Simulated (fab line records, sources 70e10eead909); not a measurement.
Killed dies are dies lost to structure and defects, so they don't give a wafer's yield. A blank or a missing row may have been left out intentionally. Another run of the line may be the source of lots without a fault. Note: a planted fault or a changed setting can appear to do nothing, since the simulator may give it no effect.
Chamber matching	flow nand harc	NHARC_P_M2_DEP_33 on pecvd-01: 3 sister chambers
The step deposits SiCN, target thk 30 nm. 3 wafers are shown with their chamber, then 8 later ones without.

## EACH WAFER AND ITS CHAMBER
wafer	chamber	heater power w (W)
L084.2	0	608
L084.5	1	627
L086.3	2	479

## WAFERS MISSING THEIR CHAMBER
wafer	heater power w (W)
L086.4	650
L086.6	551
L089.2	605
L089.3	490
L089.4	486
L097.1	413
L097.3	645
L097.4	639

## EACH ONE'S CHAMBER
wafer	from the rows above	in truth
L086.4	can't be placed: 1 or 0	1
L086.6	can't be placed: 0 or 2 or 1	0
L089.2	can't be placed: 0 or 1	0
L089.3	2	2
L089.4	2	2
L097.1	2	2
L097.3	can't be placed: 1 or 0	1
L097.4	can't be placed: 1 or 0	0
3 of 8 placed correctly. Can't be placed from these rows: 5 (the true chamber is among the candidates in 5). Number placed wrongly: 0.
How it was worked out, from the rows above alone: a wafer's distance from a chamber is the root of the sum, over the readings, of the square of ((its reading less the chamber's mean) divided by the reading's scatter). The wafer belongs to the nearest chamber; if the next one is less than 2 further off, it can't be placed. For every chamber, the mean is computed from those of its wafers that are shown. The scatter (one wafer shown for each chamber): square how far every hidden wafer sits from the nearest shown wafer, average those squares and take the square root.
